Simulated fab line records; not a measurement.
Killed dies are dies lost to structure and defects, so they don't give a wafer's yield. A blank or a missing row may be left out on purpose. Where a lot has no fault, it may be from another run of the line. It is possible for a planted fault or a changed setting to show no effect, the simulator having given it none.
The tool behind it: which one? | flow n5_finfet | 11 lots with 31 wafers sampled at 4 steps, on a route of 1938 steps

== WHAT THE GAUGES SHOWED, per wafer ==
N5_PASSIVATION_OVL_MEAS_66.
lot  | measured     | on         | PASS_OPEN_OVL (nm)
L243 | day 12 12:23 | overlay-02 | 4 -1 4
L246 | day 13 00:25 | overlay-02 | 8 0 0
L247 | day 12 23:08 | overlay-01 | 2 0 5
L248 | day 13 02:25 | overlay-02 | 11 3
L249 | day 12 23:55 | overlay-02 | 5 -1
L250 | day 14 01:01 | overlay-02 | -1 -8 -3
L252 | day 13 19:22 | overlay-02 | 0 -6 1
L253 | day 15 02:14 | overlay-02 | 1 3 3
L255 | day 15 03:11 | overlay-02 | -8 0 -5
L263 | day 17 02:31 | overlay-02 | 0 13 -5
L266 | day 17 19:26 | overlay-02 | 4 4 3

== WHAT TOOL EACH LOT RAN ON (gives the tool, then ch and the chambers of the sampled wafers, and finally the start) ==
lot  | N5_HKMG_FIN_ALD_71                 | N5_PASSIVATION_DESCUM_12           | N5_PASSIVATION_ETCH_15
L243 | ald_metal-01 ch 0,1,3, day 4 05:43 | rie_diel-05 ch 2,3, day 12 08:58   | rie_diel-05 ch 2,3, day 12 12:23 or earlier
L246 | ald_metal-04 ch 1,2, day 4 22:20   | rie_diel-05 ch 0,2,3, day 12 20:25 | rie_diel-05 ch 0,2,3, day 13 00:25 or earlier
L247 | ald_metal-03 ch 0,1,3, day 5 05:38 | rie_diel-05 ch 0,3, day 12 18:52   | rie_diel-05 ch 0,3, day 12 23:08 or earlier
L248 | ald_metal-01 ch 2, day 5 09:33     | rie_diel-01 ch 1,2, day 12 22:19   | rie_diel-01 ch 1,2, day 13 02:25 or earlier
L249 | ald_metal-03 ch 1,2, day 5 15:26   | rie_diel-02 ch 1,2, day 12 20:22   | rie_diel-02 ch 1,2, day 12 23:55 or earlier
L250 | ald_metal-03 ch 1,2,3, day 5 22:19 | rie_diel-01 ch 1,2, day 13 21:16   | rie_diel-01 ch 1,2, day 14 01:01 or earlier
L252 | ald_metal-01 ch 1,2,3, day 6 15:29 | rie_diel-01 ch 0,1,3, day 13 16:07 | rie_diel-01 ch 0,1,3, day 13 19:22 or earlier
L253 | ald_metal-01 ch 1,2,3, day 6 21:56 | rie_diel-02 ch 0,1,3, day 14 22:53 | rie_diel-02 ch 0,1,3, day 15 02:14 or earlier
L255 | ald_metal-01 ch 1,2,3, day 7 07:45 | rie_diel-01 ch 0,2, day 14 23:08   | rie_diel-01 ch 0,2, day 15 03:11 or earlier
L263 | ald_metal-04 ch 0,1,3, day 9 05:31 | rie_diel-05 ch 1,2,3, day 16 21:51 | rie_diel-05 ch 1,2,3, day 17 02:31 or earlier
L266 | ald_metal-04 ch 0,3, day 9 23:37   | rie_diel-05 ch 1,2, day 17 16:15   | rie_diel-05 ch 1,2, day 17 19:26 or earlier
- N5_HKMG_FIN_ALD_71: deposits TiN, target thk 1 nm, pulse time 1 s, purge time 3 s.
- N5_PASSIVATION_DESCUM_12: chemistry O2, time 7.9 s.
- N5_PASSIVATION_ETCH_15: etches SiCN in CF4/N2, target depth 75 nm, time 81.2 s.

== WHAT THE TOOLS THEMSELVES READ (means of the sampled wafers that have a number; where no wafer has one, the mark that the record gives instead) ==
N5_HKMG_FIN_ALD_71.
lot  | tool         | heater_power_w (W) | precursor_pulse_height_rel
L243 | ald_metal-01 | 931                | 0.980
L246 | ald_metal-04 | 918                | 1.000
L247 | ald_metal-03 | 891                | 0.999
L248 | ald_metal-01 | 888                | 1.018
L249 | ald_metal-03 | 777                | 1.007
L250 | ald_metal-03 | 841                | 0.994
L252 | ald_metal-01 | 897                | 1.019
L253 | ald_metal-01 | 895                | 1.002
L255 | ald_metal-01 | 904                | 1.015
L263 | ald_metal-04 | 793                | 1.004
L266 | ald_metal-04 | 781                | 0.971

N5_PASSIVATION_DESCUM_12.
lot  | tool        | drypump_motor_current_A (A) | oes_product_au (a.u.) | rf_vpp_V (V) | showerhead_plenum_p_Torr (Torr) | throttle_valve_pct (%)
L243 | rie_diel-05 | 5.84                        | 0.80                  | 242.9        | 2.08                            | 20.44
L246 | rie_diel-05 | 5.78                        | 0.76                  | 243.6        | 2.08                            | 20.47
L247 | rie_diel-05 | 5.91                        | 0.72                  | 243.6        | 2.10                            | 20.47
L248 | rie_diel-01 | 5.89                        | 0.80                  | 244.0        | 2.08                            | 20.10
L249 | rie_diel-02 | 6.33                        | 0.80                  | 243.9        | 2.13                            | 20.37
L250 | rie_diel-01 | 5.99                        | 0.77                  | 243.6        | 2.07                            | 20.12
L252 | rie_diel-01 | 6.05                        | 0.78                  | 243.0        | 2.06                            | 20.26
L253 | rie_diel-02 | 6.08                        | 0.75                  | 243.4        | 2.10                            | 20.46
L255 | rie_diel-01 | 5.90                        | 0.85                  | 243.7        | 2.11                            | 20.06
L263 | rie_diel-05 | 5.79                        | 0.74                  | 242.6        | 2.05                            | 20.59
L266 | rie_diel-05 | 5.59                        | 0.75                  | 241.5        | 2.01                            | 20.71

N5_PASSIVATION_ETCH_15.
lot  | tool        | drypump_motor_current_A (A) | oes_product_au (a.u.) | rf_vpp_V (V) | showerhead_plenum_p_Torr (Torr) | throttle_valve_pct (%)
L243 | rie_diel-05 | 5.84                        | 0.80                  | 381.7        | 2.18                            | 15.30
L246 | rie_diel-05 | 5.80                        | 0.75                  | 383.0        | 2.19                            | 15.47
L247 | rie_diel-05 | 5.92                        | 0.71                  | 383.2        | 2.23                            | 15.56
L248 | rie_diel-01 | 5.88                        | 0.80                  | 383.1        | 2.21                            | 15.25
L249 | rie_diel-02 | 6.33                        | 0.80                  | 383.0        | 2.27                            | 15.47
L250 | rie_diel-01 | 6.00                        | 0.79                  | 382.6        | 2.20                            | 15.29
L252 | rie_diel-01 | 6.06                        | 0.77                  | 381.1        | 2.18                            | 15.35
L253 | rie_diel-02 | 6.06                        | 0.76                  | 383.0        | 2.23                            | 15.65
L255 | rie_diel-01 | 5.90                        | 0.85                  | 382.9        | 2.24                            | 15.14
L263 | rie_diel-05 | 5.78                        | 0.74                  | 380.5        | 2.16                            | 15.52
L266 | rie_diel-05 | 5.59                        | 0.76                  | 380.1        | 2.11                            | 15.59

== THE ANSWER, worked out from the rows above alone ==
Rule: usual is defined by the lots themselves. The widest of any qualifying gaps counts: lots, ordered by their means at a reading, are off when they make up no more than a third of the lots, leave a main group of 4 or more, and stand apart from it by 3 or more times the standard deviation of that group's means. A main group is skipped when, at the precision printed for the reading in the tables above, its means are all equal. A lot without any number at a reading at which 4 lots or more have one is off too. All remaining lots with rows at the step are treated as sound. Order of review: gauges by route order, followed by the tools' own readings, for which a lot's mean as printed above is used. The first step at which some lot is off is used, and at that step the reading that is off furthest; a lot without a number counts as furthest.
Across all readings shown, no lot is off: no conclusion can be drawn from this.

== WHAT WAS PUT IN BY THE SIMULATOR ==
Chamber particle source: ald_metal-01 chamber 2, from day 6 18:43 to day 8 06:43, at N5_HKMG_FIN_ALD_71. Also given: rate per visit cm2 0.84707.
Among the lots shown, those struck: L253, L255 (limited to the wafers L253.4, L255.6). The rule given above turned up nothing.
